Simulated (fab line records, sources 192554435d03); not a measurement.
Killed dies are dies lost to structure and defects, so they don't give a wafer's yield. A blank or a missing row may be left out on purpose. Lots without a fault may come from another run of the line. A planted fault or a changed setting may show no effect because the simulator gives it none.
A struck lot beside a sound one | flow n5_finfet | 16 steps out of a route of 1938
Sound: wafers L827.1, L827.2, L827.5. Struck: wafer L830.2. (L830.6 of the same lot was not struck and is left out.) The cause comes at the end.
At each step with rows: each side's tool, then ch and its chambers, then its first start. Under that, the readings that differ: sound wafers | struck wafers | difference of the means | sigmas: that difference in standard deviations of wafers without a fault.
alike: readings whose means differ by less than 2 such deviations, and words and numbers that are the same on both sides. not compared: withheld readings, readings that some wafer has no value for, bounds like >300 that may hide the same value, and numbers for which the record gives no deviation and whose values overlap.
The two part at a step that has a row with sigmas, a row that says differs or no value, or rows on one side only. Numbers that don't overlap but have no deviation are shown without sigmas and don't part them. A reading that every wafer of one side lacks parts them only if that side has two wafers or more.

first, 4 steps without rows for these wafers: N5_BEOL_M6_HM_STRIP_39 (strips TiN in peroxide tin strip, target depth 25 nm, time 158 s); N5_BEOL_M6_SRD_40 (time 30 s); N5_BEOL_M6_PRECLEAN_42 (cleans in residue remover, time 60 s); N5_BEOL_M6_SRD_43 (time 30 s).
N5_BEOL_M6_CD_MEAS_35: target cd 40 nm, target cd y 28 nm.
  sound on cd_sem-02, day 8 19:58; struck on cd_sem-03, day 9 15:20
  alike: cd_nm
N5_BEOL_M6_CURE_75: cures SiCOH lowk, time 120 s.
  sound on uv_cure-01 ch 0, day 8 20:00; struck on uv_cure-03 ch 2, day 9 15:25
  alike: lamp_power_pct, wafer_temp_C_max
then, 1 step without rows for these wafers: N5_BEOL_M6_DEGAS_44 (time 60 s).
N5_BEOL_M6_PRE_CLEAN_45: time 30 s.
  sound on pvd_sputter-02, day 8 20:46; struck on pvd_sputter-03, day 9 16:07
  alike: heater_power_w
then, 1 step without rows for these wafers: N5_BEOL_M6_ALD_77 (deposits TaN, target thk 2 nm, pulse time 2 s, purge time 3 s).
N5_BEOL_M6_SURFACE_TREAT_79:
  sound on pvd_sputter-03, day 8 21:11; struck on pvd_sputter-03, day 9 16:28
  not compared: throttle_valve_pct
then, 1 step without rows for these wafers: N5_BEOL_M6_CVD_78 (deposits Co from CCTBA/H2, target thk 2 nm, time 142.3 s).
N5_BEOL_M6_SPUTTER_48: material Cu, target thk 10 nm, time 1.667 s.
  sound on pvd_sputter-03, day 8 21:41; struck on pvd_sputter-02, day 9 16:54
  alike: throttle_valve_pct
N5_BEOL_M6_ECD_50: material Cu, target thk 300 nm.
  sound on ecd_cu-01 ch 0,1, day 8 21:49; struck on ecd_cu-01 ch 1, day 9 17:01
  reading                                | sound             | struck | difference | sigmas
  model.Cu_of_BEOL_M6_ECD_50.thk_nm (nm) | 302.2 300.2 294.4 | 409.2  | +110.3     |
N5_BEOL_M6_ANNEAL_51: time 90 s.
  sound on rtp_anneal-02 ch 0, day 8 22:02; struck on rtp_anneal-01 ch 0, day 9 17:23
  reading          | sound             | struck | difference | sigmas
  wafer_temp_C_max | 226.3 226.4 226.6 | 225.8  | -0.6       | -2
N5_BEOL_M6_CMP_52: polishes, stops on SiCOH lowk, t overpolish 6.9 s, target thk 80 nm.
  sound on cmp-04 ch 1,2, day 8 22:22; struck on cmp-04 ch 2, day 9 17:42
  reading                | sound    | struck | difference | sigmas
  time_to_endpoint_s (s) | 66 62 64 | 89     | +25        | +6
  alike: motor_current_A
N5_BEOL_M6_THK_MEAS_53: measures by xrf.
  sound on film_metro-01, day 8 22:37; struck on film_metro-02, day 9 17:55
  alike: M6_THK

WHERE THEY PART
First at N5_BEOL_M6_ANNEAL_51; last, within this record, at N5_BEOL_M6_CMP_52. Later steps at which nothing parts them and some readings are alike: N5_BEOL_M6_THK_MEAS_53.

WHY: what the simulator had put in
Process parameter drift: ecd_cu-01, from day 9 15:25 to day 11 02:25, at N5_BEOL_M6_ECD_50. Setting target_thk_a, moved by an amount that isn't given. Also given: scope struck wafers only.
